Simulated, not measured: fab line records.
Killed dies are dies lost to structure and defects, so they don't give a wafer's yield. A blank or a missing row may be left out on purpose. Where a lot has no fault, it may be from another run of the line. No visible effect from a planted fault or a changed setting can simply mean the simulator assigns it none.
Matching of chambers :: flow n5_finfet :: pecvd-02 running N5_GATE_CUT_PECVD_57: 3 sister chambers
The step deposits SiNx from SiH4/NH3/N2, target thk 21 nm. 3 wafers are shown with their chamber, then 12 later ones without.

== EACH WAFER AND ITS CHAMBER ==
wafer: L082.6
chamber: 2
showerhead_plenum_p_Torr (Torr): 5.03

wafer: L083.4
chamber: 0
showerhead_plenum_p_Torr (Torr): 5.09

wafer: L083.5
chamber: 1
showerhead_plenum_p_Torr (Torr): 5.27

== WAFERS WITH NO CHAMBER GIVEN ==
wafer: L086.1
showerhead_plenum_p_Torr (Torr): 5.29

wafer: L086.3
showerhead_plenum_p_Torr (Torr): 5.03

wafer: L086.4
showerhead_plenum_p_Torr (Torr): 5.09

wafer: L091.1
showerhead_plenum_p_Torr (Torr): 5.29

wafer: L091.2
showerhead_plenum_p_Torr (Torr): 5.09

wafer: L091.3
showerhead_plenum_p_Torr (Torr): 5.03

wafer: L091.4
showerhead_plenum_p_Torr (Torr): 5.29

wafer: L091.5
showerhead_plenum_p_Torr (Torr): 5.09

wafer: L091.6
showerhead_plenum_p_Torr (Torr): 5.02

wafer: L095.1
showerhead_plenum_p_Torr (Torr): 5.09

wafer: L095.3
showerhead_plenum_p_Torr (Torr): 5.09

wafer: L095.4
showerhead_plenum_p_Torr (Torr): 5.02

== THE CHAMBER EACH PASSED THROUGH ==
wafer: L086.1
from the rows above: 1
in truth: 1

wafer: L086.3
from the rows above: 2
in truth: 2

wafer: L086.4
from the rows above: 0
in truth: 0

wafer: L091.1
from the rows above: 1
in truth: 1

wafer: L091.2
from the rows above: 0
in truth: 0

wafer: L091.3
from the rows above: 2
in truth: 2

wafer: L091.4
from the rows above: 1
in truth: 1

wafer: L091.5
from the rows above: 0
in truth: 0

wafer: L091.6
from the rows above: 2
in truth: 2

wafer: L095.1
from the rows above: 0
in truth: 0

wafer: L095.3
from the rows above: 0
in truth: 0

wafer: L095.4
from the rows above: 2
in truth: 2
Placed correctly: 12 of 12. From these rows, 0 cannot be placed. Number placed wrongly: 0.
How it was worked out, from the rows above alone: a wafer's distance from a chamber is the root of the sum, over the readings, of the square of ((its reading less the chamber's mean) divided by the reading's scatter). If the next closest chamber is less than 2 further off than the closest, the wafer can't be placed; otherwise it belongs to the closest. The mean given for a chamber averages the wafers shown for that chamber. The scatter: root of mean squared gap, hidden wafer to nearest shown wafer, with one shown wafer a chamber.
